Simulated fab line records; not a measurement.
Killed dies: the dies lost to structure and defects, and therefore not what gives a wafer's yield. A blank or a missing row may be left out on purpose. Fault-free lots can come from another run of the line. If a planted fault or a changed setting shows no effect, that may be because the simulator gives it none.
Which tool is to blame? || flow nandHarc || Sampling: 24 lots, 72 wafers, 2 of 1302 route steps

## WHAT THE GAUGES SHOWED, per wafer
NHARC_P_START_INSPECT_01. Usual: rawDefectCount reads 3.6 (standard deviation 1.8).
{"lot": "L074", "measured": "day 1 20:02", "on": "defectInspect-01", "rawDefectCount": "3 3 3", "flag": ""}
{"lot": "L075", "measured": "day 2 06:02", "on": "defectInspect-01", "rawDefectCount": "2 4 1", "flag": ""}
{"lot": "L076", "measured": "day 2 16:02", "on": "defectInspect-02", "rawDefectCount": "1 5 4", "flag": ""}
{"lot": "L077", "measured": "day 3 02:02", "on": "defectInspect-02", "rawDefectCount": "3 3 2", "flag": ""}
{"lot": "L078", "measured": "day 3 12:02", "on": "defectInspect-01", "rawDefectCount": "0 6 2", "flag": ""}
{"lot": "L079", "measured": "day 3 22:02", "on": "defectInspect-02", "rawDefectCount": "5 5 3", "flag": ""}
{"lot": "L080", "measured": "day 4 08:02", "on": "defectInspect-01", "rawDefectCount": "5 2 4", "flag": ""}
{"lot": "L081", "measured": "day 4 18:02", "on": "defectInspect-01", "rawDefectCount": "4 5 2", "flag": ""}
{"lot": "L082", "measured": "day 5 04:02", "on": "defectInspect-01", "rawDefectCount": "3 4 7", "flag": ""}
{"lot": "L083", "measured": "day 5 14:02", "on": "defectInspect-02", "rawDefectCount": "4 4 2", "flag": ""}
{"lot": "L084", "measured": "day 6 00:02", "on": "defectInspect-02", "rawDefectCount": "4 5 6", "flag": ""}
{"lot": "L085", "measured": "day 6 10:02", "on": "defectInspect-01", "rawDefectCount": "6 2 5", "flag": ""}
{"lot": "L086", "measured": "day 6 20:02", "on": "defectInspect-02", "rawDefectCount": "2 2 3", "flag": ""}
{"lot": "L087", "measured": "day 7 06:02", "on": "defectInspect-02", "rawDefectCount": "5 4 2", "flag": ""}
{"lot": "L088", "measured": "day 7 16:02", "on": "defectInspect-01", "rawDefectCount": "3 3 5", "flag": ""}
{"lot": "L089", "measured": "day 8 02:02", "on": "defectInspect-02", "rawDefectCount": "3 8 0", "flag": ""}
{"lot": "L090", "measured": "day 8 12:02", "on": "defectInspect-01", "rawDefectCount": "2 4 3", "flag": ""}
{"lot": "L091", "measured": "day 8 22:02", "on": "defectInspect-01", "rawDefectCount": "6 4 7", "flag": ""}
{"lot": "L092", "measured": "day 9 08:02", "on": "defectInspect-01", "rawDefectCount": "4 4 5", "flag": ""}
{"lot": "L093", "measured": "day 9 18:02", "on": "defectInspect-01", "rawDefectCount": "4 1 4", "flag": ""}
{"lot": "L094", "measured": "day 10 04:02", "on": "defectInspect-02", "rawDefectCount": "1 2 2", "flag": ""}
{"lot": "L095", "measured": "day 10 14:02", "on": "defectInspect-01", "rawDefectCount": "6 3 1", "flag": ""}
{"lot": "L096", "measured": "day 11 00:02", "on": "defectInspect-02", "rawDefectCount": "5 0 5", "flag": ""}
{"lot": "L097", "measured": "day 11 10:02", "on": "defectInspect-01", "rawDefectCount": "2 6 4", "flag": ""}

NHARC_P_ZERO_WELL_CD_MEAS_11: target cd 500 nm. Usual: cdNm reads 500.6 nm (standard deviation 1.5).
{"lot": "L074", "measured": "day 1 21:14", "on": "cdSem-02", "cdNm (nm)": "500.7 500.6 499.4", "flag": ""}
{"lot": "L075", "measured": "day 2 07:14", "on": "cdSem-03", "cdNm (nm)": "503.4 501.6 502.9", "flag": ""}
{"lot": "L076", "measured": "day 2 17:14", "on": "cdSem-01", "cdNm (nm)": "503.2 503.1 501.1", "flag": ""}
{"lot": "L077", "measured": "day 3 03:14", "on": "cdSem-02", "cdNm (nm)": "499.7 500.3 497.8", "flag": ""}
{"lot": "L078", "measured": "day 3 13:14", "on": "cdSem-03", "cdNm (nm)": "502.2 501.8 503.9", "flag": ""}
{"lot": "L079", "measured": "day 3 23:08", "on": "cdSem-02", "cdNm (nm)": "498.7 499.8 500.9", "flag": ""}
{"lot": "L080", "measured": "day 4 09:14", "on": "cdSem-03", "cdNm (nm)": "499.7 500.1 500.7", "flag": ""}
{"lot": "L081", "measured": "day 4 19:22", "on": "cdSem-01", "cdNm (nm)": "501.1 500.6 502.4", "flag": ""}
{"lot": "L082", "measured": "day 5 05:16", "on": "cdSem-02", "cdNm (nm)": "504.0 502.2 502.9", "flag": ""}
{"lot": "L083", "measured": "day 5 15:14", "on": "cdSem-03", "cdNm (nm)": "498.5 498.3 498.9", "flag": ""}
{"lot": "L084", "measured": "day 6 01:07", "on": "cdSem-03", "cdNm (nm)": "498.5 500.6 499.5", "flag": ""}
{"lot": "L085", "measured": "day 6 11:27", "on": "cdSem-01", "cdNm (nm)": "500.6 500.2 499.8", "flag": ""}
{"lot": "L086", "measured": "day 6 21:14", "on": "cdSem-02", "cdNm (nm)": "501.2 500.7 498.9", "flag": ""}
{"lot": "L087", "measured": "day 7 07:07", "on": "cdSem-01", "cdNm (nm)": "499.4 499.9 501.2", "flag": ""}
{"lot": "L088", "measured": "day 7 17:10", "on": "cdSem-01", "cdNm (nm)": "499.0 498.3 497.4", "flag": ""}
{"lot": "L089", "measured": "day 8 03:07", "on": "cdSem-01", "cdNm (nm)": "498.5 501.2 499.0", "flag": ""}
{"lot": "L090", "measured": "day 8 13:07", "on": "cdSem-02", "cdNm (nm)": "500.9 502.5 499.0", "flag": ""}
{"lot": "L091", "measured": "day 8 23:15", "on": "cdSem-02", "cdNm (nm)": "501.3 500.6 501.6", "flag": ""}
{"lot": "L092", "measured": "day 9 09:07", "on": "cdSem-01", "cdNm (nm)": "499.5 499.7 499.4", "flag": ""}
{"lot": "L093", "measured": "day 9 19:14", "on": "cdSem-03", "cdNm (nm)": "500.9 500.1 503.5", "flag": ""}
{"lot": "L094", "measured": "day 10 05:14", "on": "cdSem-01", "cdNm (nm)": "500.1 498.9 501.3", "flag": ""}
{"lot": "L095", "measured": "day 10 15:08", "on": "cdSem-02", "cdNm (nm)": "501.7 500.0 498.7", "flag": ""}
{"lot": "L096", "measured": "day 11 01:14", "on": "cdSem-01", "cdNm (nm)": "502.8 502.3 503.0", "flag": ""}
{"lot": "L097", "measured": "day 11 11:15", "on": "cdSem-02", "cdNm (nm)": "500.7 498.8 500.0", "flag": ""}

## EACH LOT AND THE TOOL THAT RAN IT (in order: tool; ch and the chambers of the sampled wafers; start)
There is no process step in the record ahead of these readings.

## AS READ BY THE TOOLS THEMSELVES (means over the sampled wafers that have a number; for cases with no such wafer, the mark the record gives instead)
The record holds no such reading with a usual standard deviation.

## THE ANSWER, worked out from the rows above alone
Rule: take the mean of a lot's wafers that have a number; if it is more than 3 standard deviations from the usual mean, the lot is off. Also off: a lot with no number at a reading for which 4 or more lots have one. Any other lot the step has rows for is counted as sound. Order of review: gauges by route order, followed by the tools' own readings, for which a lot's mean as printed above is used. The first step at which some lot is off is used, and at that step the reading that is off furthest; a lot without a number counts as furthest.
Nothing can be told from this: no lot is off at any reading shown.

## WHAT WAS PUT IN BY THE SIMULATOR
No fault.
